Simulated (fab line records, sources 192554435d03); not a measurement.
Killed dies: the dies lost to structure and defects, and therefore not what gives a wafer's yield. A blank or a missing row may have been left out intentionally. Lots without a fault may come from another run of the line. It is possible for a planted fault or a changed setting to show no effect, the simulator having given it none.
Comparing a struck lot with a sound one :: flow n5_finfet :: 14 steps out of a route of 1938
Sound: wafers L785.1, L785.2, L785.4. Struck: wafer L795.4 (L795.2, L795.6, from the same lot, were not struck and are left out); the cause is given at the end.
For every step that has rows: the tool of each side, followed by ch and its chambers, followed by its first start. Under that, the readings that differ: sound wafers :: struck wafers :: difference of the means :: sigmas: that difference in standard deviations of wafers without a fault.
alike: words and numbers the same on both sides, and readings whose means are apart by under 2 such deviations; not compared: readings that were withheld, readings missing a value for some wafer, numbers with overlapping values and no deviation given by the record, and bounds like >300 which may hide the same value.
The two part at a step that has a row with sigmas, a row that says differs or no value, or rows on one side only. Numbers that don't overlap but have no deviation are shown without sigmas and don't part them. Lack of a reading on every wafer of one side parts them only where that side has two or more wafers.

first, 1 step without rows for these wafers: N5_BEOL_M15_STRIP_62 (strips in O2).
N5_BEOL_M15_STRIP_37: strips in O2.
  sound on rie_diel-03 ch 0,2,3; struck on rie_diel-02 ch 1
reading: rf_hours_counter_h (h)
sound: 196 214 82
struck: 37
difference: -127
sigmas: 
  alike: drypump_motor_current_A, oes_product_au, rf_vpp_V, showerhead_plenum_p_Torr, throttle_valve_pct
N5_BEOL_M15_ETCH_38: etches SiCN in CF4/N2, target depth 106.4 nm, time 120.5 s.
  sound on rie_diel-03 ch 0,2,3; struck on rie_diel-02 ch 1
reading: cf4_flow_sccm (sccm)
sound: 60.47 60.17 59.73
struck: 59.68
difference: -0.44
sigmas: -2

reading: rf_hours_counter_h (h)
sound: 196 214 82
struck: 37
difference: -127
sigmas: 
  alike: drypump_motor_current_A, oes_product_au, rf_vpp_V, showerhead_plenum_p_Torr, throttle_valve_pct
then, 2 steps without rows for these wafers: N5_BEOL_M15_PRECLEAN_39 (cleans in residue remover, time 60 s); N5_BEOL_M15_SRD_40 (time 30 s, dry time 30 s).
N5_BEOL_M15_DEGAS_41: time 60 s.
  sound on pvd_sputter-03, day 12 19:06; struck on pvd_sputter-02, day 15 05:10
  alike: heater_power_w
N5_BEOL_M15_PRE_CLEAN_42: time 30 s.
  sound on pvd_sputter-03, day 12 19:08; struck on pvd_sputter-02, day 15 05:12
  alike: heater_power_w
then, 1 step without rows for these wafers: N5_BEOL_M15_SPUTTER_43 (material TaN, target thk 15 nm, time 24.19 s).
N5_BEOL_M15_SPUTTER_44: material Ta, target thk 15 nm, time 24.19 s.
  sound on pvd_sputter-03, day 12 19:16; struck on pvd_sputter-02, day 15 05:19
reading: throttle_valve_pct (%)
sound: 30.9 30.1 29.5
struck: 27.9
difference: -2.3
sigmas: -2
  alike: substrate_temp_c
then, 3 steps without rows for these wafers: N5_BEOL_M15_SPUTTER_45 (material Cu, target thk 100 nm, time 16.67 s); N5_BEOL_M15_ECD_47 (material Cu, target thk 1860 nm); N5_BEOL_M15_ANNEAL_48 (time 90 s).
N5_BEOL_M15_CMP_49: polishes, stops on SiO2, t overpolish 4.9 s, target thk 850 nm.
  sound on cmp-02 ch 0,2,3, day 12 20:10; struck on cmp-01 ch 0, day 15 06:05
reading: barrier_field_endpoint_s (s)
sound: 11.90 11.46 12.00
struck: 6.49
difference: -5.30
sigmas: -22
  alike: head_pressure_psi, motor_current_A, overpolish_run_s
N5_PASSIVATION_PROBE_49:
  sound on prober-02, day 13 10:08; struck on prober-02, day 15 21:23
reading: defect_limited_yield (%)
sound: 92.2 91.1 93.1
struck: 88.2
difference: -3.9
sigmas: -3

reading: killed_at_contacts
sound: 10 4 5
struck: 21
difference: +15
sigmas: +3

reading: killed_dies
sound: 92 105 82
struck: 139
difference: +46
sigmas: +3

reading: killed_open
sound: 61 68 55
struck: 87
difference: +26
sigmas: +2

reading: killed_short
sound: 31 37 26
struck: 51
difference: +20
sigmas: +2

reading: sort_bin_5_function (%)
sound: 4.1 5.4 4.5
struck: 6.8
difference: +2.1
sigmas: +2

reading: sort_n_pass
sound: 1088 1075 1098
struck: 1041
difference: -46
sigmas: -3

reading: sort_yield_pct (%)
sound: 92.2 91.1 93.1
struck: 88.2
difference: -3.9
sigmas: -3
  alike: killed_at_M0_to_M3, killed_at_M4_up, killed_at_front_end, killed_at_other, sort_bin_6_memory

WHERE THEY PART
At N5_BEOL_M15_ETCH_38 first; at N5_PASSIVATION_PROBE_49 last (within this record only).

WHY: whatever the simulator had introduced
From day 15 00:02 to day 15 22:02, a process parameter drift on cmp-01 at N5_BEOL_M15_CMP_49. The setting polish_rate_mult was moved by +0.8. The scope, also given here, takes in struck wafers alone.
